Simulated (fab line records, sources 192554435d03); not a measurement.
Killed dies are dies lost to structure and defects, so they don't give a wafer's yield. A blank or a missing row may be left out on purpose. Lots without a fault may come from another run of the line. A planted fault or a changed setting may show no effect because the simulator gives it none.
Chamber matching | flow n5_finfet | N5_MOL_CONTACT_COAG_ALD_131 on ald_sin-01: 4 sister chambers
The step deposits SiO2, target thk 5 nm, pulse time 1 s, co reactant pulse time 1 s. 18 wafers are shown with their chamber, then 9 later ones without.

WAFERS WITH THEIR CHAMBER
wafer  | chamber | heater_power_w (W) | precursor_pulse_height_rel
L075.1 | 1       | 54                 | 1.011
L075.4 | 3       | 99                 | 1.004
L075.6 | 0       | 88                 | 0.961
L081.1 | 0       | 87                 | 1.010
L081.2 | 1       | 55                 | 0.996
L081.3 | 2       | 67                 | 0.992
L081.4 | 3       | 100                | 0.976
L081.5 | 0       | 86                 | 1.024
L081.6 | 3       | 101                | 1.006
L082.1 | 2       | 67                 | 0.977
L082.5 | 1       | 53                 | 1.009
L082.6 | 0       | 85                 | 0.968
L083.2 | 1       | 57                 | 1.022
L083.3 | 0       | 89                 | 0.974
L083.4 | 3       | 101                | 1.033
L084.4 | 3       | 98                 | 1.013
L084.5 | 3       | 99                 | 1.004
L084.6 | 2       | 65                 | 0.992

SIGNATURES (means of the wafers above)
reading                    | chamber 0 | chamber 1 | chamber 2 | chamber 3 | scatter within a chamber
heater_power_w             | 87.00     | 54.75     | 66.33     | 99.67     | 1.43
precursor_pulse_height_rel | 0.98740   | 1.00950   | 0.98700   | 1.00600   | 0.0194
Rule: a wafer's distance from a chamber is the root of the sum, over the readings, of the square of ((its reading less the chamber's mean) divided by the reading's scatter). The wafer belongs to the nearest chamber; if the next one is less than 2 further off, it can't be placed. The scatter: the root of (the sum of the squares of (reading less its chamber's mean) over the shown wafers, divided by (wafers less chambers)).

WAFERS WITHOUT THEIR CHAMBER
wafer  | heater_power_w (W) | precursor_pulse_height_rel
L090.1 | 99                 | 0.984
L090.2 | 71                 | 1.016
L090.3 | 87                 | 0.981
L094.1 | 72                 | 0.995
L094.2 | 52                 | 0.966
L094.5 | 99                 | 1.001
L096.1 | 72                 | 0.979
L096.2 | 98                 | 1.030
L096.6 | 72                 | 0.999

WHICH CHAMBER EACH WENT THROUGH
wafer  | from the rows above | in truth
L090.1 | 3                   | 3
L090.2 | 2                   | 2
L090.3 | 0                   | 0
L094.1 | 2                   | 2
L094.2 | 1                   | 1
L094.5 | 3                   | 3
L096.1 | 2                   | 2
L096.2 | 3                   | 3
L096.6 | 2                   | 2
Placed correctly: 9 of 9. Can't be placed from these rows: 0. Placed wrongly: 0.
